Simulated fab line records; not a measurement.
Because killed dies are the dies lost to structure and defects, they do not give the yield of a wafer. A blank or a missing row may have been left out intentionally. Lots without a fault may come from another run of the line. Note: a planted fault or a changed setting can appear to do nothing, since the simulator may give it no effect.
Comparing a struck lot with a sound one || flow n5_finfet || 38 steps out of a route of 1938
Sound: wafers L757.1, L757.5, L757.6. Struck: wafers L778.1, L778.6. (L778.4 of the same lot was not struck and is left out.) The cause comes at the end.
Each step with rows lists, per side, the tool, then ch with its chambers, then its first start. Under that, the readings that differ: sound wafers || struck wafers || difference of the means || sigmas: that difference in standard deviations of wafers without a fault.
alike: words and numbers the same on both sides, and readings whose means are apart by under 2 such deviations; not compared: readings that were withheld, readings missing a value for some wafer, numbers with overlapping values and no deviation given by the record, and bounds like >300 which may hide the same value.
A row with sigmas, a row that says differs or no value, or rows on one side alone: a step with any of these is where the two part. When numbers do not overlap yet have no deviation, they are printed without sigmas and do not part them. A reading that every wafer of one side lacks parts them only if that side has two wafers or more.

first, 12 steps without rows for these wafers: N5_SDB_ETCH_18 (etches SOC in N2/H2, target depth 100 nm, overetch 20 nm, time 150 s); N5_SDB_STRIP_19 (strips in N2/H2); N5_SDB_STRIP_21 (strips in CF4); N5_SDB_HM_OPEN_20 (chemistry CH3F/O2, target SiNx, stops on poly-Si, target depth 24 nm); N5_SDB_STRIP_22 (strips in N2/H2); N5_SDB_PRECLEAN_23 (cleans in dHF, time 30 s); N5_SDB_DUMMY_REMOVE_24 (chemistry TMAH, target poly-Si, stops on SiO2, target depth 142 nm, time 57 s, rinse time 30 s); N5_SDB_ETCH_25 (etches SiO2 in C4F6/O2, target depth 10 nm, time 3.3 s); N5_SDB_CUT_ETCH_26 (etches Si in HBr/Cl2/O2, target depth 129.6 nm, bt time 20 s, time 51.8 s); N5_SDB_PRECLEAN_38 (cleans in dHF, time 10 s); N5_SDB_PRECLEAN_39 (cleans in O3/DIW, time 45 s); N5_SDB_SRD_28 (time 30 s).
N5_SDB_ALD_29: deposits SiNx, target thk 30 nm, pulse time 1 s, ald cycles 600.
  sound on ald_sin-04 ch 0,2,3, day 3 18:02; struck on ald_sin-04 ch 0,2, day 9 02:05
{"reading": "ald_cycles", "sound": "600 600 600", "struck": "373 373", "difference": -227, "sigmas": ""}
{"reading": "model.SiNx_of_SDB_ALD_29.thk_nm (nm)", "sound": "30.4 30 30", "struck": "18.6 18.8", "difference": -11.4, "sigmas": ""}
  alike: heater_power_w, precursor_pulse_height_rel
then, 23 steps without rows for these wafers: N5_SDB_CMP_30 (polishes, stops on poly-Si, t overpolish 1.54 s, target thk 30 nm); N5_DUMMY_REMOVAL_HM_STRIP_01 (strips SiNx in CH3F/O2, stops on poly-Si, target depth 4 nm, time 6.8 s); N5_DUMMY_REMOVAL_STRIP_10 (strips in N2/H2, time 40 s); N5_DUMMY_REMOVAL_PRECLEAN_07 (cleans in dHF, time 30 s); N5_DUMMY_REMOVAL_DUMMY_REMOVE_02 (chemistry TMAH, target poly-Si, stops on SiO2, target depth 142 nm, time 57 s, rinse time 30 s); N5_DUMMY_REMOVAL_PRECLEAN_08 (cleans in NF3:NH3, afs cycles 2, time 20 s, sublimation time 60 s); N5_DUMMY_REMOVAL_PRECLEAN_04 (cleans in DHF, time 37 s); N5_DUMMY_REMOVAL_SRD_05 (time 30 s); N5_HKMG_FIN_IL_REGROW_00 (material SiO2, chemistry O3, target thk 0.75 nm, time 30 s); N5_HKMG_FIN_HK_ALD_01 (deposits HfO2, target thk 1.6 nm, pulse time 3 s, purge time 3 s); N5_HKMG_FIN_HK_ANNEAL_02 (time 30 s); N5_HKMG_FIN_ALD_74 (deposits La2O3, target thk 0.5 nm, pulse time 6 s, co reactant pulse time 1 s); N5_HKMG_FIN_ALD_75 (deposits Al2O3, target thk 1 nm, co reactant pulse time 1 s); N5_HKMG_FIN_COAT_41 (time 60 s, resist thk 300 nm); N5_HKMG_FIN_COAT_42 (time 60 s, resist thk 35 nm); N5_HKMG_FIN_COAT_43 (resist thk 90 nm); N5_HKMG_FIN_EBR_45; N5_HKMG_FIN_SOFTBAKE_44 (time 60 s); N5_HKMG_FIN_EXPOSE_46 (exposes mask NDIPOLE); N5_HKMG_FIN_PEB_47 (peb time 60 s); N5_HKMG_FIN_DEVELOP_48 (develop time 30 s); N5_HKMG_FIN_DESCUM_53 (chemistry O2, time 7.9 s); N5_HKMG_FIN_ETCH_54 (etches SiARC in CF4, target depth 45.5 nm, time 75.8 s).
N5_GATE_CUT_ETCH_58: etches SiNx in CH3F/O2, target depth 17 nm, time 128.6 s.
  sound on rie_diel-01 ch 0,1, day 4 07:10; struck on rie_diel-02 ch 0,2, day 9 15:04
{"reading": "drypump_motor_current_A (A)", "sound": "6.0 6.5 6.0", "struck": "4.9 5.7", "difference": -0.9, "sigmas": -2}
{"reading": "oes_product_au (a.u.)", "sound": "0.81 0.96 0.81", "struck": "0.73 0.73", "difference": -0.13, "sigmas": -2}
{"reading": "model.SiNx_of_SDB_ALD_29.thk_nm (nm)", "sound": "24.8 24.6 24.6", "struck": "15.2 15.4", "difference": -9.4, "sigmas": ""}
  alike: rf_vpp_V, showerhead_plenum_p_Torr, throttle_valve_pct
  not compared: rf_hours_counter_h
-- the record jumps here: 4 days lie between the struck wafers' starts before and after (it left off in module GATE_CUT and takes up again in module BEOL_M4, whose first step shown is number 1111 of the route) --
N5_BEOL_M4_RC_MEAS_101:
  sound on prober-02 ch 0, day 7 19:55; struck on prober-02 ch 0, day 13 06:27
  alike: DIBL_N, DIBL_P, IOFF_N, IOFF_P, ION_N, ION_P, SS_N, SS_P, VT_N, VT_P

== WHERE THEY PART ==
Only at N5_GATE_CUT_ETCH_58, within this record. Later steps at which nothing parts them and some readings are alike: N5_BEOL_M4_RC_MEAS_101.

WHY: whatever the simulator had introduced
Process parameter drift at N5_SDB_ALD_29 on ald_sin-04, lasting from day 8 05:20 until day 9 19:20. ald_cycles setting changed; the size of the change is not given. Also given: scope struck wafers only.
